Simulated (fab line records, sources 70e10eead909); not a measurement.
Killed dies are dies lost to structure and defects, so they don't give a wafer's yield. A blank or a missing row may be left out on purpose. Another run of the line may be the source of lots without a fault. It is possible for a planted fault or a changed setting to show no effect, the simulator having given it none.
Chamber matching :: flow nandHarc :: 4 sister chambers for NHARC_A_STAIRCASE_TRIM_220 on rieDiel-10
The step chemistry O2, time 211.2 s. 20 wafers are shown with their chamber, then 10 later ones without.

## WAFERS, EACH WITH ITS CHAMBER
wafer: L075.1
chamber: 1
drypumpMotorCurrentA (A): 5.2
showerheadPlenumPTorr (Torr): 3.42
oesProductAu (a.u.): 1.002

wafer: L075.4
chamber: 1
drypumpMotorCurrentA (A): 5.2
showerheadPlenumPTorr (Torr): 3.42
oesProductAu (a.u.): 0.990

wafer: L075.5
chamber: 0
drypumpMotorCurrentA (A): 6.2
showerheadPlenumPTorr (Torr): 3.54
oesProductAu (a.u.): 0.994

wafer: L077.3
chamber: 0
drypumpMotorCurrentA (A): 6.3
showerheadPlenumPTorr (Torr): 3.54
oesProductAu (a.u.): 0.993

wafer: L077.4
chamber: 2
drypumpMotorCurrentA (A): 6.0
showerheadPlenumPTorr (Torr): 3.33
oesProductAu (a.u.): 0.993

wafer: L077.6
chamber: 1
drypumpMotorCurrentA (A): 5.2
showerheadPlenumPTorr (Torr): 3.42
oesProductAu (a.u.): 0.990

wafer: L078.1
chamber: 2
drypumpMotorCurrentA (A): 6.0
showerheadPlenumPTorr (Torr): 3.33
oesProductAu (a.u.): 1.012

wafer: L078.4
chamber: 1
drypumpMotorCurrentA (A): 5.2
showerheadPlenumPTorr (Torr): 3.41
oesProductAu (a.u.): 1.005

wafer: L078.6
chamber: 3
drypumpMotorCurrentA (A): 5.6
showerheadPlenumPTorr (Torr): 3.41
oesProductAu (a.u.): 1.005

wafer: L080.4
chamber: 3
drypumpMotorCurrentA (A): 5.6
showerheadPlenumPTorr (Torr): 3.40
oesProductAu (a.u.): 1.005

wafer: L080.5
chamber: 0
drypumpMotorCurrentA (A): 6.3
showerheadPlenumPTorr (Torr): 3.53
oesProductAu (a.u.): 0.996

wafer: L080.6
chamber: 3
drypumpMotorCurrentA (A): 5.6
showerheadPlenumPTorr (Torr): 3.40
oesProductAu (a.u.): 1.005

wafer: L081.2
chamber: 1
drypumpMotorCurrentA (A): 5.2
showerheadPlenumPTorr (Torr): 3.41
oesProductAu (a.u.): 0.993

wafer: L081.5
chamber: 2
drypumpMotorCurrentA (A): 5.9
showerheadPlenumPTorr (Torr): 3.33
oesProductAu (a.u.): 1.003

wafer: L081.6
chamber: 3
drypumpMotorCurrentA (A): 5.6
showerheadPlenumPTorr (Torr): 3.40
oesProductAu (a.u.): 1.007

wafer: L089.1
chamber: 1
drypumpMotorCurrentA (A): 5.2
showerheadPlenumPTorr (Torr): 3.40
oesProductAu (a.u.): 0.998

wafer: L089.2
chamber: 0
drypumpMotorCurrentA (A): 6.3
showerheadPlenumPTorr (Torr): 3.52
oesProductAu (a.u.): 0.996

wafer: L089.3
chamber: 2
drypumpMotorCurrentA (A): 6.0
showerheadPlenumPTorr (Torr): 3.32
oesProductAu (a.u.): 0.993

wafer: L091.3
chamber: 3
drypumpMotorCurrentA (A): 5.5
showerheadPlenumPTorr (Torr): 3.39
oesProductAu (a.u.): 1.005

wafer: L091.4
chamber: 1
drypumpMotorCurrentA (A): 5.2
showerheadPlenumPTorr (Torr): 3.39
oesProductAu (a.u.): 0.996

SIGNATURES (means of the wafers above)
reading: drypumpMotorCurrentA
chamber 0: 6.275
chamber 1: 5.200
chamber 2: 5.975
chamber 3: 5.580
scatter within a chamber: 0.0379

reading: showerheadPlenumPTorr
chamber 0: 3.5325
chamber 1: 3.4100
chamber 2: 3.3275
chamber 3: 3.4000
scatter within a chamber: 0.00919

reading: oesProductAu
chamber 0: 0.99475
chamber 1: 0.99629
chamber 2: 1.00025
chamber 3: 1.00540
scatter within a chamber: 0.00537
Rule: a wafer lies at a distance from a chamber equal to the root of the sum of squares, over the readings, of (its reading less the chamber's mean, divided by the reading's scatter). The wafer belongs to the nearest chamber; if the next one is less than 2 further off, it can't be placed. The scatter: take each reading less its chamber's mean, square it, sum over the shown wafers, divide by the number of wafers less the number of chambers, and take the root.

## WAFERS WITHOUT THEIR CHAMBER
wafer: L091.6
drypumpMotorCurrentA (A): 6.3
showerheadPlenumPTorr (Torr): 3.51
oesProductAu (a.u.): 0.993

wafer: L094.4
drypumpMotorCurrentA (A): 5.5
showerheadPlenumPTorr (Torr): 3.38
oesProductAu (a.u.): 1.000

wafer: L094.5
drypumpMotorCurrentA (A): 6.0
showerheadPlenumPTorr (Torr): 3.31
oesProductAu (a.u.): 1.004

wafer: L094.6
drypumpMotorCurrentA (A): 5.2
showerheadPlenumPTorr (Torr): 3.39
oesProductAu (a.u.): 0.997

wafer: L096.1
drypumpMotorCurrentA (A): 5.6
showerheadPlenumPTorr (Torr): 3.38
oesProductAu (a.u.): 1.002

wafer: L096.2
drypumpMotorCurrentA (A): 6.3
showerheadPlenumPTorr (Torr): 3.51
oesProductAu (a.u.): 0.998

wafer: L096.3
drypumpMotorCurrentA (A): 5.9
showerheadPlenumPTorr (Torr): 3.30
oesProductAu (a.u.): 1.013

wafer: L095.1
drypumpMotorCurrentA (A): 6.3
showerheadPlenumPTorr (Torr): 3.50
oesProductAu (a.u.): 1.005

wafer: L095.2
drypumpMotorCurrentA (A): 5.6
showerheadPlenumPTorr (Torr): 3.38
oesProductAu (a.u.): 0.996

wafer: L095.5
drypumpMotorCurrentA (A): 6.4
showerheadPlenumPTorr (Torr): 3.50
oesProductAu (a.u.): 0.998

## WHICH CHAMBER EACH ONE RAN IN
wafer: L091.6
from the rows above: 0
in truth: 0

wafer: L094.4
from the rows above: 3
in truth: 3

wafer: L094.5
from the rows above: 2
in truth: 2

wafer: L094.6
from the rows above: 1
in truth: 1

wafer: L096.1
from the rows above: 3
in truth: 3

wafer: L096.2
from the rows above: 0
in truth: 0

wafer: L096.3
from the rows above: 2
in truth: 2

wafer: L095.1
from the rows above: 0
in truth: 0

wafer: L095.2
from the rows above: 3
in truth: 3

wafer: L095.5
from the rows above: 0
in truth: 0
Placed correctly: 10 of 10. Left unplaced by these rows: 0. Wrongly placed: 0.
